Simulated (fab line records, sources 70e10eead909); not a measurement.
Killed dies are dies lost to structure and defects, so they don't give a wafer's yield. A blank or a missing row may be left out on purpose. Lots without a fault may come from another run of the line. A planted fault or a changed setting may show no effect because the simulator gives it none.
fab line records | flow nand_harc
record lots=12 wafers=36 last_day=34
route steps=1302 shown A_CONTACT@1018 THIN_TSV@1262 END@1302
lots that met no fault: from a run of the same line without faults
start_h: hours from the record's first day to the start of the lot's first wafer shown | wait_h: hours since the lot's step before | " the same as in the row above | L1.1+2: a row that stands for several wafers | - no value, or no start given | * or withheld: withheld | < > ~ a bound
route shown NAME@n: a module of which the file shows steps, and the number in the route of the first | usual: mean/standard deviation of fault-free wafers | same: alike in all rows | chamber/n: place in a boat | sites: the reading at each site | _std_site: their standard deviation | _edge_site: outer sites' mean less inner sites' | radius_mm: how far each site lies from the wafer's centre | mask NAME#n: copy n | behind: the tool/chamber that last shaped the wafer | hold: why the lot was held/for how many hours/how that ended | device: the transistor (n, p or np) that didn't switch | end of line: the same wafers' tests at the end of the route | a step without rows: its recipe alone | killed: dies lost to structure and defects at the first sort, not the wafer's yield | map: a wafer's dies, x killed, . not, _ none there
set.NAME: the setting as run; set.NAME@STEP: as run at that earlier step | model.NAME: the simulator's own value behind a step, which no gauge read
steps of the route over a sample of lots; a table a step, a row a wafer
services: from which hour (start_h, from the record's first day; less than 0 if before it) a tool's chamber was out of use, for how many hours, and why
## steps
# step NHARC_A_CONTACT_ETCH_90
# recipe target_depth_a=400 over_etch_frac=0.5 time_s=85.7 ion_energy_ev=120 ch3f_flow_sccm=50 o2_flow_sccm=30 ar_flow_sccm=200 rf_w=500 bias_w=100 chemistry=CH3F/O2
# usual bias_w=100.00/0.28 drypump_motor_current_A=5.8/0.43 oes_product_au=0.95/0.033 rf_vpp_V=244.4/1.9 showerhead_plenum_p_Torr=2.46/0.11 throttle_valve_pct=20.665/0.0078
# columns lot.wafer tool chamber start_h wait_h bias_w drypump_motor_current_A oes_product_au rf_hours_counter_h rf_vpp_V showerhead_plenum_p_Torr throttle_valve_pct
L433.3 rie_diel-08 1 505.33 0.7 100.25 5.9 0.98 25 243.3 2.41 20.647
L433.1 " 2 " " 100.40 5.3 0.99 24 244.4 2.45 20.674
L433.5 " 3 " " 100.00 5.8 0.98 - 242.0 2.31 20.674
L435.1 rie_diel-08 2 516.11 0.8 99.81 5.3 0.93 26 245.0 2.45 20.668
L435.4 " 0 " " 100.44 6.4 0.94 22 246.6 2.65 20.654
L435.6 " 3 " " 100.05 5.8 0.93 - 242.5 2.31 20.665
L437.4 rie_diel-08 1 525.45 0.6 100.12 5.9 0.93 30 244.6 2.40 20.657
L437.3 " 0 " " 100.22 6.4 0.94 24 246.0 2.65 20.683
L437.6 " 1 " " 100.67 5.9 0.92 - 243.3 2.40 20.659
L439.2 rie_diel-04 0 555.81 0.9 100.21 5.3 1.00 3 242.1 2.39 20.668
L439.4 " 1 " " 99.87 6.0 0.99 3 247.2 2.63 20.673
L439.6 " 3 " " 99.74 6.1 1.00 - 247.9 2.58 20.660
L441.3 rie_diel-02 0 573.17 0.7 99.88 6.7 0.92 58 246.1 2.51 20.651
L441.6 " 1 " " 99.73 5.0 0.93 - 244.5 2.44 20.659
L441.5 " 2 " " 99.92 5.5 0.93 - 245.2 2.45 20.660
L442.1 rie_diel-08 1 578.34 0.9 99.93 5.9 0.92 4 244.3 2.40 20.658
L442.2 " 2 " " 99.94 5.3 0.92 4 244.8 2.45 20.673
L442.3 " 3 " " 100.23 5.8 0.92 3 242.3 2.31 20.660
L447.4 rie_diel-08 0 640.13 0.7 100.36 6.4 0.96 12 248.3 2.64 20.667
L447.3 " 1 " " 99.91 5.9 0.94 13 242.5 2.40 20.683
L447.6 " 0 " " 99.98 6.4 0.97 - 246.5 2.64 20.672
L448.3 rie_diel-08 1 647.99 0.7 99.72 5.9 0.92 15 243.1 2.40 20.667
L448.4 " 3 " " 100.20 5.8 0.93 - 243.0 2.31 20.658
L448.5 " 1 " " 100.09 5.9 0.93 - 245.8 2.40 20.653
L453.4 rie_diel-04 2 684.84 0.7 99.63 6.3 0.93 48 246.0 2.61 20.664
L453.6 " 0 " " 100.02 5.3 0.93 - 243.0 2.38 20.669
L453.5 " 1 " " 99.90 6.0 0.93 - 246.8 2.61 20.666
L455.1 rie_diel-08 1 708.83 0.9 100.38 5.9 0.93 23 244.5 2.39 20.654
L455.4 " 2 " " 99.92 5.3 0.92 28 243.9 2.44 20.665
L455.5 " 1 " " 100.24 5.9 0.93 - 243.4 2.39 20.666
L454.4 rie_diel-02 0 709.72 0.7 100.40 6.7 0.92 40 245.1 2.50 20.660
L454.2 " 2 " " 99.89 5.5 0.92 42 245.4 2.43 20.678
L454.5 " 3 " " 99.93 5.5 0.93 - 244.1 2.50 20.670
L456.3 rie_diel-08 0 734.12 0.7 100.26 6.4 1.02 0 248.3 2.64 20.677
L456.1 " 1 " " 99.73 5.9 1.00 0 241.6 2.39 20.663
L456.5 " 3 " " 99.97 5.8 1.01 - 241.4 2.30 20.664
# step NHARC_THIN_TSV_ETCH_44
# recipe target_depth_a=15942 time_s=797.1 cf4_flow_sccm=150 o2_flow_sccm=10 ar_flow_sccm=0 rf_w=300 bias_w=800 chemistry=CF4/O2
# usual bias_w=800.0/2.3 drypump_motor_current_A=5.8/0.44 oes_product_au=1.000/0.0096 rf_vpp_V=794/4.7 showerhead_plenum_p_Torr=1.83/0.075 throttle_valve_pct=16.915/0.0095
# columns lot.wafer tool chamber start_h wait_h bias_w drypump_motor_current_A oes_product_au rf_hours_counter_h rf_vpp_V showerhead_plenum_p_Torr throttle_valve_pct
L433.1 rie_diel-13 2 557.62 0.1 800.4 6.1 0.990 0.8 787 1.71 16.922
L433.3 " 3 " " 799.8 5.6 1.011 0.9 797 1.88 16.927
L433.5 " 2 " " 800.5 6.1 0.991 - 786 1.72 16.893
L435.4 rie_diel-13 0 569.37 0.2 801.7 6.5 1.004 1.3 799 1.92 16.918
L435.1 " 1 " " 797.5 5.9 1.000 1.2 796 1.89 16.912
L435.6 " 2 " " 797.7 6.1 0.988 - 787 1.71 16.928
L437.3 rie_diel-13 2 576.32 0.1 800.5 6.1 0.984 2.2 787 1.71 16.918
L437.4 " 3 " " 802.6 5.6 1.005 2.2 798 1.88 16.916
L437.6 " 2 " " 800.8 6.1 0.985 - 788 1.71 16.897
L439.4 rie_diel-13 2 608.68 0.1 796.8 6.1 0.993 4.3 787 1.71 16.914
L439.2 " 3 " " 800.8 5.6 1.006 4.3 797 1.88 16.924
L439.6 " 1 " " 804.6 5.9 1.009 - 799 1.89 16.926
L441.3 rie_diel-11 0 622.99 0.1 804.1 5.3 0.996 0.2 795 1.82 16.912
L441.6 " 0 " " 798.3 5.3 0.999 - 794 1.82 16.914
L441.5 " 1 " " 800.0 6.2 1.015 - 793 1.79 16.906
L442.1 rie_diel-13 3 633.73 0.1 798.0 5.5 1.015 5.7 799 1.88 16.914
L442.2 " 0 " " 801.2 6.5 1.010 5.0 800 1.92 16.914
L442.3 " 1 " " 800.2 5.9 0.993 5.0 798 1.89 16.932
L447.3 rie_diel-09 2 688.99 0.1 801.3 5.9 0.991 0.6 795 1.84 16.903
L447.4 " 2 " " 797.7 5.9 0.999 - 793 1.84 16.939
L447.6 " 0 " " 803.8 5.3 0.990 - 787 1.71 16.921
L448.3 rie_diel-11 1 697.05 0.1 801.5 6.2 1.004 3.4 792 1.79 16.904
L448.4 " 3 " " 797.0 5.5 0.998 3.8 804 1.96 16.935
L448.5 " 2 " " 798.3 6.4 1.012 - 801 1.94 16.901
L453.4 rie_diel-13 1 733.51 0.2 798.5 5.9 0.989 1.4 798 1.88 16.913
L453.5 " 3 " " 799.5 5.5 0.980 - 796 1.88 16.922
L453.6 " 0 " " 801.3 6.5 1.000 - 799 1.92 16.908
L455.4 rie_diel-11 0 757.51 0.1 796.0 5.3 0.981 6.0 793 1.82 16.915
L455.1 " 2 " " 801.3 6.4 0.998 7.2 800 1.93 16.922
L455.5 " 3 " " 796.5 5.5 0.990 - 802 1.96 16.924
L454.2 rie_diel-11 1 758.77 0.1 798.5 6.2 1.000 6.2 791 1.79 16.923
L454.4 " 2 " " 802.3 6.4 1.003 7.4 801 1.93 16.920
L454.5 " 1 " " 795.5 6.2 1.014 - 793 1.79 16.918
L456.1 rie_diel-09 2 788.94 0.1 799.9 5.9 1.012 7.1 796 1.83 16.911
L456.3 " 3 " " 796.6 5.0 0.995 5.2 791 1.77 16.914
L456.5 " 1 " " 798.1 5.4 1.012 - 795 1.85 16.922
# step NHARC_THIN_TSV_DEP_47
# recipe target_thk_a=2000 temp_c=withheld pressure_torr=6.5 rf_w=900 teos_flow_sccm=161.4 flow_sccm=2650 target_thk_nm=200 gas=O2 material=SiO2
# usual throttle_valve_pct=15.9/0.51
# columns lot.wafer tool chamber start_h wait_h throttle_valve_pct
L433.1 pecvd-04 2 559.23 - 15.5
L433.3 " 2 " " 15.7
L433.5 " 2 " " 15.7
L435.1 pecvd-03 1 570.85 - 15.9
L435.4 " 1 " " 15.5
L435.6 " 1 " " 15.6
L437.4 pecvd-03 0 577.98 - 16.3
L437.3 " 1 " " 15.5
L437.6 " 1 " " 15.5
L439.2 pecvd-04 1 610.30 - 16.4
L439.6 " 2 " " 15.8
L439.4 " 1 " " 16.7
L441.3 pecvd-01 0 624.59 - 15.3
L441.5 " 0 " " 15.3
L441.6 " 1 " " 16.5
L442.1 pecvd-01 2 635.36 - 16.2
L442.3 " 0 " " 15.4
L442.2 " 1 " " 16.5
L447.3 pecvd-03 1 690.61 - 15.9
L447.6 " 1 " " 16.0
L447.4 " 0 " " 16.7
L448.3 pecvd-04 0 698.64 - 15.0
L448.4 " 0 " " 15.1
L448.5 " 2 " " 15.8
L453.6 pecvd-04 1 735.11 - 16.2
L453.5 " 2 " " 15.6
L453.4 " 0 " " 15.0
L455.1 pecvd-04 0 759.12 - 15.1
L455.4 " 1 " " 16.1
L455.5 " 2 " " 15.7
L454.2 pecvd-04 2 760.36 - 16.0
L454.5 " 2 " " 16.2
L454.4 " 1 " " 16.2
L456.1 pecvd-04 1 790.53 - 16.4
L456.3 " 0 " " 15.3
L456.5 " 0 " " 15.0
# step NHARC_THIN_TSV_CD_MEAS_33
# recipe target_cd_nm=5000 landing_energy_ev=500
# usual cd_nm=5000.8/1.9
# columns lot.wafer tool chamber start_h wait_h cd_nm
L433.1 cd_sem-02 0 563.43 - 4998.9
L433.3 " 0 " " 4998.9
L433.5 " 0 " " 4999.2
L435.1 cd_sem-03 0 574.96 - 4997.8
L435.4 " 0 " " 5001.8
L435.6 " 0 " " 5002.5
L437.3 cd_sem-03 0 581.94 - 4996.9
L437.4 " 0 " " 5001.4
L437.6 " 0 " " 5001.8
L439.2 cd_sem-01 0 614.27 - 4999.0
L439.4 " 0 " " 5000.7
L439.6 " 0 " " 4999.7
L441.3 cd_sem-03 0 628.52 - 5003.5
L441.5 " 0 " " 5002.7
L441.6 " 0 " " 5001.4
L442.1 cd_sem-02 0 639.36 - 4998.1
L442.2 " 0 " " 4997.1
L442.3 " 0 " " 4996.4
L447.3 cd_sem-02 0 694.71 - 5003.8
L447.4 " 0 " " 4999.8
L447.6 " 0 " " 4997.9
L448.3 cd_sem-02 0 702.57 - 4999.3
L448.4 " 0 " " 5000.0
L448.5 " 0 " " 5001.5
L453.4 cd_sem-01 0 738.94 - 5000.2
L453.5 " 0 " " 5001.7
L453.6 " 0 " " 5000.3
L455.1 cd_sem-01 0 762.96 - 5002.9
L455.4 " 0 " " 5002.5
L455.5 " 0 " " 5004.1
L454.2 cd_sem-01 0 764.46 - 5002.6
L454.4 " 0 " " 5001.7
L454.5 " 0 " " 5004.4
L456.1 cd_sem-01 0 794.60 - 5001.0
L456.3 " 0 " " 4999.7
L456.5 " 0 " " 5001.9
# step NHARC_END_SORT_01
# recipe temp_c=25
# usual killed_at_array=56/19 killed_at_other=1.0/1.3 killed_at_periphery=3.8/2.2 killed_dies=61/19 killed_open=3.1/1.9 killed_short=2.3/1.5
# same gross_dies=677
# columns lot.wafer tool chamber start_h wait_h killed_at_array killed_at_other killed_at_periphery killed_dies killed_open killed_short
L447.3 prober-01 0 705.91 3.1 133 2 3 138 2 1
L447.4 prober-01 0 706.71 3.4 106 1 1 108 4 1
L447.6 prober-01 0 708.32 4.0 113 2 6 121 0 2
L448.3 prober-02 0 713.28 3.1 115 0 1 116 3 2
L448.4 prober-02 0 714.09 3.4 112 0 2 114 3 3
L448.5 prober-02 0 714.90 3.7 106 1 2 109 3 2
# killed by level:class
L447.3 A_CONTACT:unspecified=83 A_CHANNEL_HOLE_D1:chamber_film_flake=31 A_SLIT:chamber_film_flake=7 A_CONTACT:chamber_film_flake=5 THIN_TSV:chamber_film_flake=2 A_WL_FILL:chamber_film_flake=2 A_BONDPAD:chamber_film_flake=2 P_M0:geometric_particle:open=1
L447.4 A_CONTACT:unspecified=77 A_CHANNEL_HOLE_D1:chamber_film_flake=18 A_STAIRCASE:chamber_film_flake=3 A_SLIT:chamber_film_flake=2 P_GATE:geometric_particle:open=1 A_ONON_D1:geometric_particle:open=1 A_ONON_D2:geometric_particle:open=1 A_CHANNEL_FILL_D2:geometric_particle:open=1
L447.6 A_CONTACT:unspecified=77 A_CHANNEL_HOLE_D1:chamber_film_flake=26 P_STI:chamber_film_flake=5 A_SLIT:chamber_film_flake=4 A_STAIRCASE:chamber_film_flake=2 A_CONTACT:chamber_film_flake=2 A_SGD_CUT:geometric_particle:short=1 STARTING-WAFER:geometric_particle:short=1
L448.3 A_CONTACT:unspecified=71 A_SLIT:chamber_film_flake=18 A_CHANNEL_HOLE_D1:chamber_film_flake=8 A_CONTACT:chamber_film_flake=6 A_STAIRCASE:chamber_film_flake=3 A_BONDPAD:chamber_film_flake=2 A_SOURCE_PLATE:geometric_particle:open=1 A_CHANNEL_FILL_D1:geometric_particle:open=1
L448.4 A_CONTACT:unspecified=63 A_SLIT:chamber_film_flake=29 A_CHANNEL_HOLE_D1:chamber_film_flake=8 A_CONTACT:chamber_film_flake=5 A_STAIRCASE:chamber_film_flake=2 P_CONTACT:geometric_particle:short=1 A_DECK1_JOINT:geometric_particle:open=1 A_CHANNEL_HOLE_D2:geometric_particle:open=1
L448.5 A_CONTACT:unspecified=73 A_SLIT:chamber_film_flake=21 A_CONTACT:chamber_film_flake=4 A_STAIRCASE:chamber_film_flake=3 A_CHANNEL_FILL_D2:geometric_particle:short=2 A_CHANNEL_HOLE_D1:chamber_film_flake=2 P_CONTACT:geometric_particle:open=1 A_M1:geometric_particle:open=1
## services
# columns tool chamber start_h hours kind
pecvd-03 2 483.37 145.3 repair
rie_diel-08 - 498.20 0.6 repair
rie_diel-11 1 501.08 2.0 repair
pecvd-04 1 516.84 3.2 repair
rie_diel-13 - 519.00 9.0 pm
rie_diel-08 - 545.53 9.0 pm
pecvd-04 - 546.50 3.0 repair
pecvd-03 - 547.00 13.0 pm
pecvd-04 0 552.80 10.3 repair
pecvd-03 0 609.06 12.5 repair
rie_diel-11 - 609.53 9.0 pm
pecvd-04 - 631.56 13.0 pm
rie_diel-08 0 646.93 37.9 repair
rie_diel-08 1 666.00 16.1 repair
rie_diel-13 1 667.45 7.2 repair
rie_diel-13 - 696.00 9.0 pm
rie_diel-08 - 709.20 1.4 repair
rie_diel-08 - 722.84 9.0 pm
pecvd-03 - 728.00 13.0 pm
pecvd-04 - 733.11 1.1 repair
rie_diel-08 - 744.56 0.5 repair
rie_diel-08 2 771.28 11.9 repair
pecvd-04 1 774.21 10.8 repair
rie_diel-11 - 786.53 9.0 pm
## key
first_sign step=NHARC_END_SORT_01 reading=killed_at_array direction=up sigmas=3.1 usual=56 struck=114
effect step=NHARC_END_SORT_01 reading=killed_dies direction=up sigmas=3 usual=61 struck=118
more_kills_born_at NHARC_A_CONTACT_ETCH_90@rie_diel-08=444
met_at NHARC_A_CONTACT_ETCH_90
struck_lots L447,L448
tester_left_out L447,L448
not_acting_at NHARC_THIN_TSV_ETCH_44,NHARC_THIN_TSV_DEP_47,NHARC_THIN_TSV_CD_MEAS_33
onset_between 578.34 640.13
fault kind=chamber_particle_source tool=rie_diel-08 chamber=- onset_h=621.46 steps=NHARC_A_CONTACT_ETCH_90 rate_per_visit_cm2=0.84138 end_h=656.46
# tester_left_out: of these lots the tester's yield and bins aren't shown, on N5 and GAA mostly nor the transistor test; their killed dies are dies lost to structure and defects alone, not to doping, threshold or leakage, so they don't give the yield
